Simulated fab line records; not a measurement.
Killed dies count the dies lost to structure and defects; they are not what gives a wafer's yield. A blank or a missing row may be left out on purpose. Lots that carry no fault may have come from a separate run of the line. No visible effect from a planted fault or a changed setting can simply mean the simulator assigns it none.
Chamber matching + flow n5 finfet + 4 sister chambers for N5_BEOL_M2_ALD_84 on ald metal-04
The step deposits TaN, pulse time 2 s, purge time 3 s, co reactant purge time 2 s. 27 wafers are shown with their chamber, then 12 later ones without.

EACH WAFER AND ITS CHAMBER
| wafer  | chamber | heater power w (W) | precursor vessel pressure torr (Torr) |
|--------|---------|--------------------|---------------------------------------|
| L076.3 | 1       | 402                | 26.27                                 |
| L076.5 | 3       | 412                | 26.23                                 |
| L076.6 | 2       | 415                | 26.26                                 |
| L078.3 | 3       | 419                | 26.20                                 |
| L078.5 | 3       | 414                | 26.21                                 |
| L078.6 | 0       | 343                | 26.24                                 |
| L079.2 | 0       | 351                | 26.31                                 |
| L079.3 | 2       | 416                | 26.30                                 |
| L079.6 | 3       | 400                | 26.33                                 |
| L080.1 | 2       | 411                | 26.21                                 |
| L080.2 | 0       | 346                | 26.28                                 |
| L080.3 | 3       | 410                | 26.18                                 |
| L083.3 | 0       | 342                | 26.29                                 |
| L083.4 | 2       | 416                | 26.25                                 |
| L083.6 | 3       | 414                | 26.20                                 |
| L088.1 | 2       | 418                | 26.30                                 |
| L088.3 | 1       | 408                | 26.27                                 |
| L088.6 | 2       | 398                | 26.20                                 |
| L090.2 | 3       | 419                | 26.22                                 |
| L090.4 | 2       | 415                | 26.25                                 |
| L090.6 | 0       | 361                | 26.24                                 |
| L093.2 | 2       | 401                | 26.29                                 |
| L093.4 | 0       | 345                | 26.22                                 |
| L093.5 | 2       | 411                | 26.23                                 |
| L091.2 | 1       | 404                | 26.19                                 |
| L091.4 | 0       | 348                | 26.26                                 |
| L091.5 | 1       | 394                | 26.22                                 |

SIGNATURES (averages over the wafers above)
| reading                        | chamber 0 | chamber 1 | chamber 2 | chamber 3 | scatter within a chamber |
|--------------------------------|-----------|-----------|-----------|-----------|--------------------------|
| heater power w                 | 348.00    | 402.00    | 411.22    | 412.57    | 6.62                     |
| precursor vessel pressure torr | 26.2629   | 26.2375   | 26.2544   | 26.2243   | 0.0398                   |
Rule: distance of a wafer from a chamber = root of the sum over the readings of ((wafer's reading minus chamber's mean) / reading's scatter) squared. The wafer belongs to the nearest chamber; if the next one is less than 2 further off, it can't be placed. The scatter: take each reading less its chamber's mean, square it, sum over the shown wafers, divide by the number of wafers less the number of chambers, and take the root.

WAFERS WITH NO CHAMBER GIVEN
| wafer  | heater power w (W) | precursor vessel pressure torr (Torr) |
|--------|--------------------|---------------------------------------|
| L094.3 | 411                | 26.20                                 |
| L094.4 | 406                | 26.29                                 |
| L094.5 | 400                | 26.28                                 |
| L095.2 | 405                | 26.18                                 |
| L095.3 | 340                | 26.18                                 |
| L095.5 | 347                | 26.17                                 |
| L096.2 | 400                | 26.27                                 |
| L096.4 | 414                | 26.28                                 |
| L096.6 | 404                | 26.27                                 |
| L097.2 | 423                | 26.23                                 |
| L097.3 | 395                | 26.34                                 |
| L097.5 | 352                | 26.21                                 |

WHICH CHAMBER EACH WENT THROUGH
| wafer  | from the rows above          | in truth |
|--------|------------------------------|----------|
| L094.3 | can't be placed: 3 or 2 or 1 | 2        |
| L094.4 | can't be placed: 2 or 1 or 3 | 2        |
| L094.5 | can't be placed: 1 or 2 or 3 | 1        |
| L095.2 | can't be placed: 1 or 3 or 2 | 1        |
| L095.3 | 0                            | 0        |
| L095.5 | 0                            | 0        |
| L096.2 | can't be placed: 1 or 2 or 3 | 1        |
| L096.4 | can't be placed: 2 or 3 or 1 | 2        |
| L096.6 | can't be placed: 1 or 2 or 3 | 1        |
| L097.2 | can't be placed: 3 or 2 or 1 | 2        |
| L097.3 | can't be placed: 1 or 2 or 3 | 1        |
| L097.5 | 0                            | 0        |
Correct placement for 3 of the 12. From these rows, 9 cannot be placed; in 9 the true chamber is one of the candidates. Placed wrongly: 0.
